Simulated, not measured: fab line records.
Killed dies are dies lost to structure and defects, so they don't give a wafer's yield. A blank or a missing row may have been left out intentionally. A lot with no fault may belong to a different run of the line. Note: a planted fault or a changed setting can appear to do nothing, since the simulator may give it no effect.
Problem report in the 8D (eight disciplines) form, filled by code / flow n5Finfet / the parts of the form that need people (team, actions taken, sign-off) are left out

== 1. THE PROBLEM ==
N5_BEOL_M4_ETCH_64, biasW: mean 137.4 W on 2 wafers (1 lot); fault-free wafers 150.0 W, standard deviation 0.46. That is -27 standard deviations from the usual mean.
The step: etches SOC in N2/H2, target depth 75 nm, overetch 22.5 nm, time 121.9 s.
The first sign was on wafer L278.3 at day 12 00:01, on rieDiel-01. Wafers with a number at this step in the record: 15, from 5 lots. By rule, "out" or "out of limits" means more than 4 standard deviations away from the usual mean. The rest of the wafers with a number are treated as sound.

== 2. WHAT IT IS, WHAT IT ISN'T ==
question=which readings at this step | is=biasW, rfVppV | is not=chamberPressureMTorr, drypumpMotorCurrentA, oesProductAu, showerheadPlenumPTorr, throttleValvePct
question=which lots | is=L278 | is not=L267, L268, L284, L286
question=which wafers of those lots | is=L278.3, L278.6 | is not=L278.1
question=read on which tools | is=rieDiel-01 | is not=rieDiel-03, rieDiel-04
question=when | is=from day 12 00:01 | is not=up to then (7 sound wafers); but 6 sound wafers of L284, L286 came after

== 3. SUSPECTS, AND WHAT RULES EACH OUT ==
Counting: any tool at a process step up to the reading remains a suspect provided it ran every lot that is out. Sound lots after the first of them don't rule it out here, since some wafers of a struck lot are sound.
- rieDiel-01 at N5_BEOL_M4_DESCUM_16 (chemistry O2, time 7 s): kept. It ran the lot that is out, L278 (day 11 23:56); its last sound lot up to then is L267 (day 8 11:23).
- rieDiel-01 at N5_BEOL_M4_ETCH_74 (etches underlayer in N2/H2, target depth 6.5 nm, time 5.2 s): kept. It ran the lot that is out, L278 (day 11 23:58); its last sound lot up to then is L267 (day 8 11:25).
- rieDiel-01 at N5_BEOL_M4_ETCH_63 (etches SiARC in CF4, target depth 15.6 nm, time 26 s): kept. It ran the lot that is out, L278 (day 11 23:59); its last sound lot up to then is L267 (day 8 11:26).
- rieDiel-01 at N5_BEOL_M4_ETCH_64 (etches SOC in N2/H2, target depth 75 nm, overetch 22.5 nm, time 121.9 s): kept. It ran the lot that is out, L278 (day 12 00:01); its last sound lot up to then is L267 (day 8 11:28). Its own biasW, rfVppV readings are out on those wafers.
- The sound lot-mates ran in chamber 0 of rieDiel-01 at N5_BEOL_M4_DESCUM_16, but the wafers that are out ran in chamber 2.
- The sound lot-mates ran in chamber 0 of rieDiel-01 at N5_BEOL_M4_ETCH_74, but the wafers that are out ran in chamber 2.
- The sound lot-mates ran in chamber 0 of rieDiel-01 at N5_BEOL_M4_ETCH_63, but the wafers that are out ran in chamber 2.
- The sound lot-mates ran in chamber 0 of rieDiel-01 at N5_BEOL_M4_ETCH_64, but the wafers that are out ran in chamber 2.
Left after counting: rieDiel-01 at N5_BEOL_M4_DESCUM_16, rieDiel-01 at N5_BEOL_M4_ETCH_74, rieDiel-01 at N5_BEOL_M4_ETCH_63, rieDiel-01 at N5_BEOL_M4_ETCH_64.

== 4. THE CAUSE (what the simulator had put in) ==
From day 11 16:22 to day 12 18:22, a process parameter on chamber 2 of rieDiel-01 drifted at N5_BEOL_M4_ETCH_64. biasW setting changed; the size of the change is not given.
Of the 4 suspects that counting leaves, this tool is one.

== 5. THE EFFECT CHAIN, in route order ==
One row per reading whose mean, taken over the struck wafers that have a number, lies over 3 standard deviations from the usual. Readings are gone through only where the record gives a usual standard deviation; hours: the median, over the lots, of the time from a lot's start at the first step in this table giving one to that lot's start at this step; sigmas: the change measured in usual standard deviations.
hours=0; step=N5_BEOL_M4_ETCH_64; reading=biasW; usual=150.0 W; on struck wafers=137.4; change=-12.6; sigmas=-27
hours=0; step=N5_BEOL_M4_ETCH_64; reading=rfVppV; usual=523.4 V; on struck wafers=492.4; change=-31.0; sigmas=-12
It contains these process steps:
- N5_BEOL_M4_ETCH_64: etches SOC in N2/H2, target depth 75 nm, overetch 22.5 nm, time 121.9 s.
Later steps that measure or inspect, where all struck wafers having a row at the step show a number for every such reading and not one has moved that far: N5_BEOL_M4_RC_MEAS_101.

== 6. WHAT WOULD HAVE CAUGHT IT SOONER ==
In this record no reading fell out of limits until day 12 00:01, 8 hours after the fault had begun at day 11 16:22.
